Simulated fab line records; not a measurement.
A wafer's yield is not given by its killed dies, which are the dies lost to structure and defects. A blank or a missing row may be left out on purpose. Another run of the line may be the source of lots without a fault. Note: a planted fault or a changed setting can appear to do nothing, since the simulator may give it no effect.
Matching of chambers -- flow nandHarc -- 4 sister chambers for NHARC_A_CHANNEL_FILL_D2_CMP_10 on cmp-04
The step polishes, target thk 150 nm. 8 wafers are shown with their chamber, then 12 later ones without.

WAFERS PAIRED WITH THEIR CHAMBERS
wafer,chamber,motorCurrentA (A),timeToEndpointS (s)
L074.3,2,12.8,20.5
L078.4,2,12.9,20.3
L078.2,3,11.0,17.4
L079.5,0,12.9,16.2
L079.6,1,11.7,10.4
L082.2,0,13.1,17.7
L082.3,3,11.4,18.7
L082.5,1,12.3,13.5

WAFERS WHOSE CHAMBER IS MISSING
wafer,motorCurrentA (A),timeToEndpointS (s)
L090.3,12.7,17.6
L090.5,11.3,17.0
L090.6,12.6,20.7
L091.1,11.0,15.7
L091.2,11.8,13.4
L091.5,11.9,12.9
L095.3,12.1,15.5
L095.4,10.4,20.5
L095.6,12.5,18.2
L095.1,12.3,15.2
L095.2,13.5,19.4
L095.5,11.1,18.2

THE CHAMBER EACH PASSED THROUGH
wafer,from the rows above,in truth
L090.3,can't be placed: 0 or 2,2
L090.5,3,3
L090.6,2,2
L091.1,3,3
L091.2,1,1
L091.5,1,1
L095.3,can't be placed: 1 or 0 or 3 or 2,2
L095.4,3,3
L095.6,can't be placed: 0 or 2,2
L095.1,can't be placed: 1 or 0 or 2 or 3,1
L095.2,can't be placed: 2 or 0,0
L095.5,3,3
Correctly placed: 7 of 12. Unplaceable from these rows: 5, with the true chamber sitting among the candidates in 5. Number placed wrongly: 0.
How it was worked out, from the rows above alone: a wafer's distance from a chamber is the root of the sum, over the readings, of the square of ((its reading less the chamber's mean) divided by the reading's scatter). If the next closest chamber is less than 2 further off than the closest, the wafer can't be placed; otherwise it belongs to the closest. Each chamber's mean is taken over the wafers shown for it. The scatter: the root of (the sum of the squares of (reading less its chamber's mean) over the shown wafers, divided by (wafers less chambers)).
